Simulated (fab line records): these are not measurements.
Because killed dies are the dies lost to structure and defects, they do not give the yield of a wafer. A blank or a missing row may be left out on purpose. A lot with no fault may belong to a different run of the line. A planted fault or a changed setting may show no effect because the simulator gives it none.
Chamber matching -- flow nand_harc -- rie_diel-13 running NHARC_P_GATE_DESCUM_93: 4 sister chambers
The step chemistry O2, time 3 s. 8 wafers are shown with their chamber, then 7 later ones without.

## EACH WAFER AND ITS CHAMBER
wafer,chamber,showerhead_plenum_p_Torr (Torr),drypump_motor_current_A (A)
L075.2,2,1.82,5.7
L078.1,0,1.97,5.5
L078.5,3,1.78,6.5
L081.2,1,1.88,5.4
L081.3,3,1.78,6.5
L081.4,0,1.97,5.4
L084.1,2,1.81,5.7
L084.3,1,1.88,5.4

## WAFERS MISSING THEIR CHAMBER
wafer,showerhead_plenum_p_Torr (Torr),drypump_motor_current_A (A)
L084.5,1.97,5.4
L085.4,1.96,5.4
L085.5,1.96,5.5
L085.6,1.78,6.5
L087.4,1.81,5.7
L087.5,1.88,5.4
L087.6,1.81,5.7

## EACH ONE'S CHAMBER
wafer,from the rows above,in truth
L084.5,0,0
L085.4,0,0
L085.5,0,0
L085.6,3,3
L087.4,2,2
L087.5,1,1
L087.6,2,2
Placed correctly: 7 of 7. Can't be placed from these rows: 0. Placed wrongly: 0.
How it was worked out, from the rows above alone: a wafer's distance from a chamber is the root of the sum, over the readings, of the square of ((its reading less the chamber's mean) divided by the reading's scatter). If the next closest chamber is less than 2 further off than the closest, the wafer can't be placed; otherwise it belongs to the closest. A chamber's mean is the mean of its shown wafers. How the scatter is found: for the shown wafers, subtract from each reading the mean of its chamber, square and add these, divide the total by (wafers less chambers), then take the root.
